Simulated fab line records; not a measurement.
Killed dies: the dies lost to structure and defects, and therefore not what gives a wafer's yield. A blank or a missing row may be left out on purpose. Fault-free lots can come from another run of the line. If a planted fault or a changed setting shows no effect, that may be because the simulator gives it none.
Which of the tools did it? + flow n5-finfet + Sampling: 14 lots, 42 wafers, 7 of 1938 route steps

## WHAT THE GAUGES SHOWED, per wafer
N5_BEOL_M0_SAQP_CD_MEAS_25: the cd target is 13.1 nm.
| lot  | measured     | on        | cd-nm (nm)        |
|------|--------------|-----------|-------------------|
| L586 | day 5 16:17  | cd-sem-03 | 12.88 12.85 12.73 |
| L587 | day 5 18:19  | cd-sem-01 | 12.79 12.98 12.87 |
| L588 | day 6 02:06  | cd-sem-01 | 12.93 13.33 12.56 |
| L589 | day 6 05:25  | cd-sem-03 | 12.69 12.89 12.80 |
| L591 | day 6 19:32  | cd-sem-03 | 12.76 12.53 12.71 |
| L592 | day 7 04:42  | cd-sem-01 | 12.75 12.76 12.87 |
| L593 | day 7 12:29  | cd-sem-02 | 12.37 12.65 12.65 |
| L596 | day 7 21:34  | cd-sem-02 | 13.05 12.98 12.50 |
| L597 | day 8 04:24  | cd-sem-03 | 13.00 12.99 12.66 |
| L599 | day 8 20:12  | cd-sem-02 | - - -             |
| L600 | day 9 02:39  | cd-sem-03 | - - -             |
| L601 | day 9 12:02  | cd-sem-01 | 12.73 12.64 12.85 |
| L606 | day 10 17:46 | cd-sem-01 | 12.91 13.03 12.81 |
| L609 | day 11 04:57 | cd-sem-02 | 12.95 12.97 12.50 |

N5_BEOL_M4_RC_MEAS_101.
| lot  | measured     | on        | DIBL_N (mV/V)  | DIBL_P (mV/V)  | IOFF_N (nA/um)    | IOFF_P (nA/um) | ION_N (uA/um) | ION_P (uA/um) | SS_N (mV/dec)  | SS_P (mV/dec)  | VT_N (mV)         | VT_P (mV)      |
|------|--------------|-----------|----------------|----------------|-------------------|----------------|---------------|---------------|----------------|----------------|-------------------|----------------|
| L586 | day 7 23:20  | prober-02 | 34.3 36.1 36.9 | 35.5 38.0 38.7 | 0.138 0.161 0.184 | 0.19 0.24 0.25 | 668 682 688   | 457 466 465   | 70.9 71.5 72.0 | 72.3 72.9 73.2 | 252.3 252.3 249.9 | -251 -251 -246 |
| L587 | day 7 20:24  | prober-01 | 37.7 36.3 38.5 | 38.5 36.5 39.0 | 0.175 0.146 0.194 | 0.26 0.22 0.27 | 683 676 683   | 474 472 468   | 72.3 71.1 72.0 | 74.0 73.0 74.1 | 251.0 251.9 247.4 | -247 -250 -245 |
| L588 | day 8 02:20  | prober-01 | 35.1 34.4 34.1 | 35.1 34.7 33.3 | 0.140 0.130 0.114 | 0.18 0.18 0.16 | 670 663 656   | 458 461 449   | 71.4 70.9 71.2 | 73.4 73.1 72.0 | 250.7 255.0 254.7 | -254 -254 -255 |
| L589 | day 8 17:38  | prober-01 | 36.9 38.4 36.7 | 36.6 37.3 35.5 | 0.154 0.171 0.148 | 0.22 0.22 0.20 | 666 669 670   | 461 461 458   | 72.4 71.9 71.7 | 73.5 74.1 72.9 | 254.4 251.4 253.9 | -251 -252 -252 |
| L591 | day 9 00:47  | prober-02 | 37.8 37.4 35.7 | 36.5 37.5 34.7 | 0.156 0.165 0.122 | 0.20 0.21 0.17 | 672 676 653   | 455 462 452   | 70.3 71.3 70.5 | 73.7 73.5 72.9 | 252.7 248.5 254.3 | -250 -248 -253 |
| L592 | day 9 10:29  | prober-01 | 37.8 38.4 39.3 | 37.8 38.4 39.3 | 0.168 0.180 0.192 | 0.21 0.22 0.24 | 684 689 680   | 461 461 463   | 72.0 71.5 71.3 | 73.6 74.4 74.3 | 253.7 249.0 251.1 | -250 -250 -253 |
| L593 | day 9 19:01  | prober-01 | 34.9 34.2 36.7 | 34.8 34.6 37.9 | 0.129 0.121 0.165 | 0.20 0.19 0.25 | 673 665 685   | 465 461 474   | 71.5 71.3 72.1 | 73.4 72.7 73.2 | 255.7 254.4 248.9 | -249 -251 -245 |
| L596 | day 10 01:27 | prober-01 | 35.0 35.1 34.2 | 35.7 35.6 33.3 | 0.139 0.144 0.128 | 0.19 0.20 0.17 | 672 683 671   | 468 468 462   | 71.4 71.3 70.5 | 73.3 72.9 73.1 | 252.1 252.2 254.2 | -252 -251 -252 |
| L597 | day 10 11:46 | prober-01 | 34.9 36.5 38.2 | 35.8 37.3 39.0 | 0.142 0.175 0.209 | 0.19 0.20 0.25 | 671 691 705   | 463 464 474   | 70.5 70.8 72.8 | 73.5 73.8 73.6 | 251.0 245.7 246.5 | -250 -251 -246 |
| L601 | day 12 11:15 | prober-02 | 37.1 38.5 34.4 | 37.4 39.3 34.7 | 0.173 0.206 0.120 | 0.23 0.26 0.17 | 671 692 666   | 463 472 460   | 72.1 72.1 70.2 | 73.3 73.4 72.3 | 249.0 246.0 255.4 | -249 -246 -254 |
| L606 | day 13 19:52 | prober-02 | 38.4 37.6 37.1 | 36.8 36.5 35.7 | 0.179 0.163 0.161 | 0.26 0.25 0.22 | 673 666 658   | 468 467 457   | 72.1 72.0 72.8 | 73.3 74.1 73.2 | 249.6 249.4 253.0 | -247 -247 -247 |
| L609 | day 14 01:01 | prober-01 | 38.4 36.2 36.0 | 38.9 36.3 35.3 | 0.223 0.157 0.158 | 0.30 0.23 0.21 | 690 666 675   | 478 461 461   | 73.0 71.9 71.6 | 74.6 73.7 72.9 | 246.9 252.2 252.8 | -245 -248 -252 |

## WHICH TOOL RAN EACH LOT (tool, then ch and the chambers of the sampled wafers, then the start)
| lot  | N5_MOL_CONTACT_COAG_VIA_ETCH_117   | N5_BEOL_M0_SAQP_PECVD_00       | N5_BEOL_M0_SAQP_PECVD_04       | N5_BEOL_M0_SAQP_HM_DEP_111     | N5_BEOL_M0_SAQP_HM_OPEN_112       |
|------|------------------------------------|--------------------------------|--------------------------------|--------------------------------|-----------------------------------|
| L586 | rie-diel-05 ch 0,1,2, day 5 07:20  | pecvd-02 ch 1,2, day 5 11:50   | pecvd-04 ch 0,1,2, day 5 13:34 | pecvd-03 ch 0,1,2, day 5 13:42 | rie-diel-01 ch 0,2,3, day 5 14:26 |
| L587 | rie-diel-05 ch 1,2, day 5 08:15    | pecvd-03 ch 0,2, day 5 14:50   | pecvd-04 ch 1,2, day 5 15:44   | pecvd-04 ch 0,2, day 5 15:52   | rie-diel-03 ch 1,3, day 5 16:35   |
| L588 | rie-diel-02 ch 0,1, day 5 18:29    | pecvd-04 ch 1,2, day 5 22:58   | pecvd-04 ch 0,2, day 5 23:51   | pecvd-04 ch 0,1, day 5 23:59   | rie-diel-06 ch 0,2,3, day 6 00:43 |
| L589 | rie-diel-02 ch 1,2, day 5 21:23    | pecvd-03 ch 1,2, day 6 01:58   | pecvd-02 ch 1,2, day 6 03:04   | pecvd-04 ch 0,1,2, day 6 03:12 | rie-diel-01 ch 1,2, day 6 03:56   |
| L591 | rie-diel-04 ch 1,3, day 6 10:08    | pecvd-02 ch 0,1,2, day 6 14:38 | pecvd-04 ch 1,2, day 6 17:18   | pecvd-04 ch 0,1, day 6 17:28   | rie-diel-06 ch 0,1,2, day 6 18:10 |
| L592 | rie-diel-05 ch 0,1,3, day 6 19:16  | pecvd-03 ch 0,1,2, day 6 23:58 | pecvd-03 ch 0,1,2, day 7 02:03 | pecvd-02 ch 1,2, day 7 02:11   | rie-diel-01 ch 2,3, day 7 03:07   |
| L593 | rie-diel-04 ch 0,1,3, day 7 03:57  | pecvd-02 ch 0,2, day 7 08:41   | pecvd-03 ch 0,1,2, day 7 10:01 | pecvd-02 ch 0,1,2, day 7 10:09 | rie-diel-03 ch 0,3, day 7 10:53   |
| L596 | rie-diel-05 ch 0,1,2, day 7 11:25  | pecvd-03 ch 0,2, day 7 17:49   | pecvd-02 ch 0,1,2, day 7 19:15 | pecvd-03 ch 0,2, day 7 19:25   | rie-diel-03 ch 0,3, day 7 20:01   |
| L597 | rie-diel-04 ch 2,3, day 7 20:12    | pecvd-02 ch 1,2, day 8 01:11   | pecvd-04 ch 0,2, day 8 02:18   | pecvd-03 ch 0,2, day 8 02:26   | rie-diel-03 ch 0,1,3, day 8 03:02 |
| L599 | rie-diel-05 ch 0,1,3, day 8 07:44  | pecvd-04 ch 0,2, day 8 12:36   | pecvd-04 ch 0,1,2, day 8 13:47 | pecvd-03 ch 1,2, day 8 13:55   | rie-diel-01 ch 1,3, day 8 14:31   |
| L600 | rie-diel-05 ch 1,2,3, day 8 17:18  | pecvd-03 ch 0,1,2, day 8 21:47 | pecvd-04 ch 0,1, day 8 23:10   | pecvd-03 ch 1,2, day 8 23:18   | rie-diel-03 ch 1,2, day 9 00:01   |
| L601 | rie-diel-05 ch 0,1,2, day 9 04:34  | pecvd-02 ch 0,2, day 9 09:02   | pecvd-03 ch 0,1, day 9 09:48   | pecvd-04 ch 0,1,2, day 9 09:56 | rie-diel-06 ch 1,2, day 9 10:40   |
| L606 | rie-diel-04 ch 0,1, day 10 09:23   | pecvd-03 ch 1,2, day 10 14:31  | pecvd-03 ch 0,2, day 10 15:09  | pecvd-04 ch 0,1, day 10 15:18  | rie-diel-06 ch 1,2, day 10 16:02  |
| L609 | rie-diel-02 ch 0,1,3, day 10 20:47 | pecvd-04 ch 0,2, day 11 01:43  | pecvd-04 ch 0,2, day 11 02:43  | pecvd-03 ch 0,2, day 11 02:52  | rie-diel-03 ch 0,1, day 11 03:35  |
- N5_MOL_CONTACT_COAG_VIA_ETCH_117: etches SiO2 in C4F6/O2, target depth 40 nm, overetch 8 nm, time 26 s.
- N5_BEOL_M0_SAQP_PECVD_00: deposits SiCN from 3MS/NH3, target thk 8 nm, time 14 s.
- N5_BEOL_M0_SAQP_PECVD_04: deposits a-Si from SiH4/He, target thk 60 nm, time 60.2 s.
- N5_BEOL_M0_SAQP_HM_DEP_111: deposits SiO2 from SiH4/N2O, target thk 12 nm, time 7.2 s.
- N5_BEOL_M0_SAQP_HM_OPEN_112: chemistry CHF3/O2, target SiO2, stops on a-Si, target depth 12 nm, time 13.5 s.

## AS READ BY THE TOOLS THEMSELVES (means over the sampled wafers that have a number; for cases with no such wafer, the mark the record gives instead)
N5_MOL_CONTACT_COAG_VIA_ETCH_117.
| lot  | tool        | bias-w (W) | drypump-motor-current-A (A) | oes-product-au (a.u.) | rf-vpp-V (V) | showerhead-plenum-p-Torr (Torr) | throttle-valve-pct (%) |
|------|-------------|------------|-----------------------------|-----------------------|--------------|---------------------------------|------------------------|
| L586 | rie-diel-05 | 455.4      | 6.0                         | 0.77                  | 1573         | 2.83                            | 41.05                  |
| L587 | rie-diel-05 | 454.3      | 6.0                         | 0.75                  | 1579         | 2.83                            | 41.14                  |
| L588 | rie-diel-02 | 453.2      | 5.6                         | 0.71                  | 1618         | 2.77                            | 40.61                  |
| L589 | rie-diel-02 | 455.6      | 5.9                         | 0.78                  | 1557         | 2.94                            | 40.47                  |
| L591 | rie-diel-04 | 454.2      | 5.7                         | 0.76                  | 1604         | 2.90                            | 40.88                  |
| L592 | rie-diel-05 | 454.7      | 5.5                         | 0.80                  | 1585         | 2.86                            | 41.05                  |
| L593 | rie-diel-04 | 455.5      | 5.7                         | 0.68                  | 1615         | 2.87                            | 40.80                  |
| L596 | rie-diel-05 | 453.3      | 6.0                         | 0.74                  | 1574         | 2.82                            | 41.08                  |
| L597 | rie-diel-04 | 454.6      | 6.2                         | 0.64                  | 1595         | 2.87                            | 41.14                  |
| L599 | rie-diel-05 | 454.2      | 5.5                         | 0.78                  | 1585         | 2.85                            | 41.07                  |
| L600 | rie-diel-05 | 454.5      | 5.8                         | 0.72                  | 1582         | 2.90                            | 41.14                  |
| L601 | rie-diel-05 | 454.1      | 6.0                         | 0.72                  | 1573         | 2.82                            | 41.09                  |
| L606 | rie-diel-04 | 454.2      | 5.3                         | 0.78                  | 1616         | 2.84                            | 40.66                  |
| L609 | rie-diel-02 | 454.6      | 5.6                         | 0.73                  | 1618         | 2.82                            | 40.70                  |

N5_BEOL_M0_SAQP_PECVD_00.
| lot  | tool     | showerhead-plenum-p-Torr (Torr) | throttle-valve-pct (%) |
|------|----------|---------------------------------|------------------------|
| L586 | pecvd-02 | 3.673                           | 9.2                    |
| L587 | pecvd-03 | 3.661                           | 8.5                    |
| L588 | pecvd-04 | 3.658                           | 9.2                    |
| L589 | pecvd-03 | 3.654                           | 8.9                    |
| L591 | pecvd-02 | 3.661                           | 9.1                    |
| L592 | pecvd-03 | 3.659                           | 8.9                    |
| L593 | pecvd-02 | 3.661                           | 9.4                    |
| L596 | pecvd-03 | 3.666                           | 8.6                    |
| L597 | pecvd-02 | 3.675                           | 8.9                    |
| L599 | pecvd-04 | 3.668                           | 9.2                    |
| L600 | pecvd-03 | 3.650                           | 8.8                    |
| L601 | pecvd-02 | 3.661                           | 9.3                    |
| L606 | pecvd-03 | 3.664                           | 8.7                    |
| L609 | pecvd-04 | 3.665                           | 9.0                    |

N5_BEOL_M0_SAQP_PECVD_04.
| lot  | tool     | heater-power-w (W) | showerhead-plenum-p-Torr (Torr) | throttle-valve-pct (%) |
|------|----------|--------------------|---------------------------------|------------------------|
| L586 | pecvd-04 | 612                | 5.66                            | 18.5                   |
| L587 | pecvd-04 | 563                | 5.63                            | 18.3                   |
| L588 | pecvd-04 | 575                | 5.68                            | 18.7                   |
| L589 | pecvd-02 | 785                | 5.67                            | 17.6                   |
| L591 | pecvd-04 | 542                | 5.63                            | 18.2                   |
| L592 | pecvd-03 | 633                | 5.63                            | 17.6                   |
| L593 | pecvd-03 | 591                | 5.63                            | 17.6                   |
| L596 | pecvd-02 | 693                | 5.67                            | 18.5                   |
| L597 | pecvd-04 | 611                | 5.68                            | 18.7                   |
| L599 | pecvd-04 | 567                | 5.65                            | 18.5                   |
| L600 | pecvd-04 | 617                | 5.63                            | 18.5                   |
| L601 | pecvd-03 | 655                | 5.61                            | 18.0                   |
| L606 | pecvd-03 | 622                | 5.66                            | 17.2                   |
| L609 | pecvd-04 | 594                | 5.69                            | 17.5                   |

N5_BEOL_M0_SAQP_HM_DEP_111.
| lot  | tool     | chamber-pressure-Torr (Torr) | heater-power-outer-w (W) | heater-power-w (W) | showerhead-plenum-p-Torr (Torr) |
|------|----------|------------------------------|--------------------------|--------------------|---------------------------------|
| L586 | pecvd-03 | 0.7490                       | 452                      | 761                | 8.04                            |
| L587 | pecvd-04 | 0.7491                       | 467                      | 746                | 8.19                            |
| L588 | pecvd-04 | 0.7492                       | 483                      | 767                | 8.08                            |
| L589 | pecvd-04 | 0.7504                       | 436                      | 718                | 8.12                            |
| L591 | pecvd-04 | 0.7506                       | 452                      | 723                | 8.08                            |
| L592 | pecvd-02 | 0.7515                       | 616                      | 1000               | 8.24                            |
| L593 | pecvd-02 | 0.7494                       | 524                      | 861                | 8.16                            |
| L596 | pecvd-03 | 0.7514                       | 522                      | 844                | 8.05                            |
| L597 | pecvd-03 | 0.7494                       | 477                      | 796                | 8.13                            |
| L599 | pecvd-03 | -                            | -                        | -                  | -                               |
| L600 | pecvd-03 | -                            | -                        | -                  | -                               |
| L601 | pecvd-04 | 0.7496                       | 443                      | 719                | 8.11                            |
| L606 | pecvd-04 | 0.7497                       | 454                      | 736                | 8.01                            |
| L609 | pecvd-03 | 0.7499                       | 492                      | 800                | 8.12                            |

N5_BEOL_M0_SAQP_HM_OPEN_112.
| lot  | tool        | bias-w (W) | drypump-motor-current-A (A) | oes-product-au (a.u.) | rf-vpp-V (V) | showerhead-plenum-p-Torr (Torr) | throttle-valve-pct (%) |
|------|-------------|------------|-----------------------------|-----------------------|--------------|---------------------------------|------------------------|
| L586 | rie-diel-01 | 170.0      | 5.7                         | 0.52                  | 514          | 2.40                            | 18.97                  |
| L587 | rie-diel-03 | 170.0      | 5.6                         | 0.58                  | 519          | 2.47                            | 18.67                  |
| L588 | rie-diel-06 | 170.3      | 5.6                         | 0.55                  | 536          | 2.40                            | 18.65                  |
| L589 | rie-diel-01 | 170.0      | 5.2                         | 0.49                  | 516          | 2.47                            | 18.77                  |
| L591 | rie-diel-06 | 169.7      | 5.4                         | 0.52                  | 521          | 2.36                            | 18.73                  |
| L592 | rie-diel-01 | 169.6      | 5.9                         | 0.50                  | 514          | 2.35                            | 18.89                  |
| L593 | rie-diel-03 | 169.9      | 6.1                         | 0.45                  | 533          | 2.47                            | 18.80                  |
| L596 | rie-diel-03 | 170.6      | 6.1                         | 0.45                  | 532          | 2.47                            | 18.81                  |
| L597 | rie-diel-03 | 170.5      | 5.9                         | 0.50                  | 525          | 2.47                            | 18.76                  |
| L599 | rie-diel-01 | 169.6      | 5.2                         | 0.27                  | 517          | 2.42                            | 18.78                  |
| L600 | rie-diel-03 | 169.9      | 6.3                         | 0.29                  | 524          | 2.40                            | 18.87                  |
| L601 | rie-diel-06 | 169.6      | 5.0                         | 0.54                  | 522          | 2.37                            | 18.53                  |
| L606 | rie-diel-06 | 170.0      | 5.0                         | 0.50                  | 515          | 2.37                            | 18.72                  |
| L609 | rie-diel-03 | 170.2      | 6.0                         | 0.58                  | 524          | 2.45                            | 18.53                  |

## THE ANSWER, worked out from the rows above alone
Rule: usual is defined by the lots themselves. The widest of any qualifying gaps counts: lots, ordered by their means at a reading, are off when they make up no more than a third of the lots, leave a main group of 4 or more, and stand apart from it by 3 or more times the standard deviation of that group's means. The tables above print the reading to a certain number of digits; a main group whose means all agree to those digits is not used. A lot without any number at a reading at which 4 lots or more have one is off too. The other lots that the step has rows for count as sound. The gauges are gone through in route order, then the tools' own readings, and for those a lot's mean is taken as printed above. The first step at which some lot is off is used, and at that step the reading that is off furthest; a lot without a number counts as furthest.
Off: L599, L600, at N5_BEOL_M0_SAQP_CD_MEAS_25 (cd-nm). Without a number there: L599, L600. Main group: mean 12.80 nm, sd 0.1.
If a tool, at a process step before that reading, ran all the lots that are off and no sound lot after the first of them, it fits. Not tried: the gauges at N5_BEOL_M0_SAQP_CD_MEAS_25; whatever is off there is also off at N5_BEOL_M0_SAQP_HM_DEP_111, on other tools, and gauge error can't account for it. Of those tried, none fits.

## WHAT THE SIMULATOR HAD INSERTED
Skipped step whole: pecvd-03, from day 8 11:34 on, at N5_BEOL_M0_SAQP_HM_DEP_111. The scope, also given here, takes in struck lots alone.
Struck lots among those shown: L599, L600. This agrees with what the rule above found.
